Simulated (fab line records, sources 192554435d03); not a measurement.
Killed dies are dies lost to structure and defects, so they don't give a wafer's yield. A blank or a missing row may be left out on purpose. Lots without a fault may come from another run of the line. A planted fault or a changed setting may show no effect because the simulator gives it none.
Split-lot experiment | flow n5_finfet | 7 lots, 21 wafers read, on a route of 1938 steps

THE SPLIT
At N5_PASSIVATION_SPUTTER_20 (material TaN, target thk 50 nm), the setting target_thk_a was moved away from the recipe's 500 angstrom on 5 of the 21 wafers read, by +4.9% to +8.4%. The other wafers ran this setting at the recipe's value.

The reading is taken at the split's own step.

THE READING
TaN_of_PASSIVATION_SPUTTER_20.thk_nm (the simulator's own value, which no gauge read), in nm, at N5_PASSIVATION_SPUTTER_20 (material TaN, target thk 50 nm). The file gives no usual value for it. The 16 wafers here that ran the recipe average 50.5 nm, standard deviation 0.61 nm.

wafer  | tool, chamber at the split | target_thk_a as run, angstrom | against the recipe | TaN_of_PASSIVATION_SPUTTER_20.thk_nm, nm | against lot-mates on the recipe
L074.1 | pvd_sputter-03, -          | 500                           | recipe             | 50.6                                     | -
L074.4 | pvd_sputter-03, -          | 528.6                         | +5.7%              | 53.2                                     | +2.7
L074.5 | pvd_sputter-03, -          | 500                           | recipe             | 50.4                                     | -
L080.2 | pvd_sputter-01, -          | 500                           | recipe             | 51.2                                     | -
L080.5 | pvd_sputter-01, -          | 500                           | recipe             | 51.2                                     | -
L080.4 | pvd_sputter-01, -          | 500                           | recipe             | 51.4                                     | -
L081.2 | pvd_sputter-03, -          | 500                           | recipe             | 50.2                                     | -
L081.5 | pvd_sputter-03, -          | 500                           | recipe             | 50.2                                     | -
L081.6 | pvd_sputter-03, -          | 500                           | recipe             | 50.2                                     | -
L085.3 | pvd_sputter-01, -          | 500                           | recipe             | 49.4                                     | -
L085.4 | pvd_sputter-01, -          | 500                           | recipe             | 49.4                                     | -
L085.6 | pvd_sputter-01, -          | 500                           | recipe             | 49.6                                     | -
L087.1 | pvd_sputter-02, -          | 500                           | recipe             | 51                                       | -
L087.4 | pvd_sputter-02, -          | 500                           | recipe             | 51                                       | -
L087.2 | pvd_sputter-02, -          | 500                           | recipe             | 50.6                                     | -
L091.1 | pvd_sputter-02, -          | 541.8                         | +8.4%              | 55                                       | +4.4
L091.2 | pvd_sputter-02, -          | 541.8                         | +8.4%              | 54.4                                     | +3.8
L091.6 | pvd_sputter-02, -          | 500                           | recipe             | 50.6                                     | -
L095.2 | pvd_sputter-03, -          | 524.7                         | +4.9%              | 52.8                                     | +2.6
L095.3 | pvd_sputter-03, -          | 524.7                         | +4.9%              | 52.4                                     | +2.2
L095.6 | pvd_sputter-03, -          | 500                           | recipe             | 50.2                                     | -

THE FIT
A straight line over all 21 wafers: TaN_of_PASSIVATION_SPUTTER_20.thk_nm changes by +0.49 nm for each +1% of target_thk_a; r = +0.93; the points scatter about the line by 0.58 nm.
The same after taking each lot's own level away (the mean of its wafers on the recipe; 21 wafers): +0.487 nm for each +1%; r = +0.99; scatter 0.15 nm.
On that fit, the largest move of target_thk_a shifts the reading by 4.1 nm.
The lots' own levels span 49.47 to 51.27 nm, that is 3.0 times the standard deviation above.
So the lot-to-lot level changes the slope little: the two slopes agree.
Check: with one of the wafers moved furthest among these (+8.4%) left out of the fit, the line predicts +3.91 nm for it against its lot-mates. It came out at +4.4 nm against them.

OTHER SPLITS ON THESE WAFERS
These wafers also went through other splits before the reading. Each is held against what the fit with the lots' levels taken away leaves over:
other split on the same wafers    | wafers away from the commonest value | r with TaN_of_PASSIVATION_SPUTTER_20.thk_nm (lot level and that fit taken away)
N5_BEOL_M13_COAT_65 spin_rpm      | 6                                    | -0.15
N5_BEOL_M14_TRENCH_ETCH_34 time_s | 7                                    | -0.24
N5_BEOL_M14_SPUTTER_45 power_w    | 6                                    | -0.02
N5_BEOL_M15_COAT_60 spin_rpm      | 6                                    | +0.03
N5_BEOL_M15_ETCH_61 bias_w        | 7                                    | +0.17
N5_MIM_TOP_ETCH_ETCH_00 bias_w    | 6                                    | +0.15

THE FILE'S OWN FIT
TaN_of_PASSIVATION_SPUTTER_20.thk_nm changes by +0.485 nm for each +1% of target_thk_a, r = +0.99.
